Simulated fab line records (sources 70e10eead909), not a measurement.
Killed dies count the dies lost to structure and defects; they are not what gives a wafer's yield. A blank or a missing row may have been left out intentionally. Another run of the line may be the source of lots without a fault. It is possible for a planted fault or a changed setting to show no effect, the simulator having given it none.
Struck lot and sound lot, side by side	flow nand_harc	14 out of 1302 route steps
Sound: wafers L498.2, L498.5, L498.6. Wafers struck: L504.1, L504.2, L504.6. The cause comes at the end.
Each step with rows lists, per side, the tool, then ch with its chambers, then its first start. Under that, the readings that differ: sound wafers	struck wafers	difference of the means	sigmas: that difference in standard deviations of wafers without a fault.
alike: words and numbers the same on both sides, and readings whose means are apart by under 2 such deviations; not compared: readings that were withheld, readings missing a value for some wafer, numbers with overlapping values and no deviation given by the record, and bounds like >300 which may hide the same value.
The two part at a step that has a row with sigmas, a row that says differs or no value, or rows on one side only. When numbers do not overlap yet have no deviation, they are printed without sigmas and do not part them. Lack of a reading on every wafer of one side parts them only where that side has two or more wafers.

first, 1 step without rows for these wafers: NHARC_P_STI_OXIDE_40 (material SiO2, target thk 10 nm, ox time 1362 s).
NHARC_P_STI_INSPECT_25:
  sound on defect_inspect-02, day 4 09:10; struck on defect_inspect-01, day 6 21:24
  alike: raw_defect_count
then, 10 steps without rows for these wafers: NHARC_P_GATE_ETCH_69 (etches SiO2 in dHF, target depth 14 nm); NHARC_P_GATE_PRECLEAN_70 (cleans in SC1); NHARC_P_GATE_SRD_01; NHARC_P_GATE_OXIDE_02 (material SiO2, target thk 37.5 nm, ox time 365 s); NHARC_P_GATE_DEHYDRATE_03 (time 120 s); NHARC_P_GATE_HMDS_04 (time 30 s); NHARC_P_GATE_COAT_05; NHARC_P_GATE_SOFTBAKE_06 (time 95 s); NHARC_P_GATE_EBR_07; NHARC_P_GATE_EXPOSE_08 (exposes mask P HV).
NHARC_P_GATE_PEB_09: peb time 85 s.
  sound on litho_track-07 ch 0, day 4 17:17; struck on litho_track-07, day 7 05:41
  no value came back on the struck wafers for chill_plate_temp_C (C), exhaust_pa (Pa), heater_power_total_W (W); on the sound wafers chill_plate_temp_C (C) reads 22.95 22.86 22.92
then, 1 step without rows for these wafers: NHARC_P_GATE_DEVELOP_10 (time 70 s).

## WHERE THEY PART
Only at NHARC_P_GATE_PEB_09, as far as this record shows.

WHY: whatever the simulator had introduced
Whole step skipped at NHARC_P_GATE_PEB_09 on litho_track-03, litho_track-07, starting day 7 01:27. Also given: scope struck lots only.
